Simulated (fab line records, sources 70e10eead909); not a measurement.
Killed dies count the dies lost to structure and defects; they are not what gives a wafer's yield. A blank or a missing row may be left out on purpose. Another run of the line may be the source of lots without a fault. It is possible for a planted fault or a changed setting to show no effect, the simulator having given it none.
Chamber matching / flow nand harc / NHARC_A_BONDPAD_ETCH_34 on rie diel-05: 4 sister chambers
The step etches the open film in N2/H2, target depth 60 nm, overetch 18 nm, time 65.91 s. 4 wafers are shown with their chamber, then 7 later ones without.

## WAFERS PAIRED WITH THEIR CHAMBERS
wafer=L552.1; chamber=3; drypump motor current A (A)=5.36
wafer=L552.5; chamber=1; drypump motor current A (A)=5.41
wafer=L560.2; chamber=2; drypump motor current A (A)=5.75
wafer=L560.4; chamber=0; drypump motor current A (A)=5.72

## WAFERS WHOSE CHAMBER IS MISSING
wafer=L560.5; drypump motor current A (A)=5.33
wafer=L559.2; drypump motor current A (A)=5.36
wafer=L559.3; drypump motor current A (A)=5.39
wafer=L559.6; drypump motor current A (A)=5.39
wafer=L557.4; drypump motor current A (A)=5.70
wafer=L557.5; drypump motor current A (A)=5.76
wafer=L557.6; drypump motor current A (A)=5.35

## CHAMBER TAKEN BY EACH
wafer=L560.5; from the rows above=3; in truth=3
wafer=L559.2; from the rows above=3; in truth=3
wafer=L559.3; from the rows above=can't be placed: 1 or 3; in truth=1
wafer=L559.6; from the rows above=can't be placed: 1 or 3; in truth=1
wafer=L557.4; from the rows above=can't be placed: 0 or 2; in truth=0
wafer=L557.5; from the rows above=can't be placed: 2 or 0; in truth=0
wafer=L557.6; from the rows above=3; in truth=3
3 of 7 placed correctly. From these rows, 4 cannot be placed; in 4 the true chamber is one of the candidates. Number placed wrongly: 0.
How it was worked out, from the rows above alone: a wafer's distance from a chamber is the root of the sum, over the readings, of the square of ((its reading less the chamber's mean) divided by the reading's scatter). If the next closest chamber is less than 2 further off than the closest, the wafer can't be placed; otherwise it belongs to the closest. The mean given for a chamber averages the wafers shown for that chamber. The scatter: root of mean squared gap, hidden wafer to nearest shown wafer, with one shown wafer a chamber.
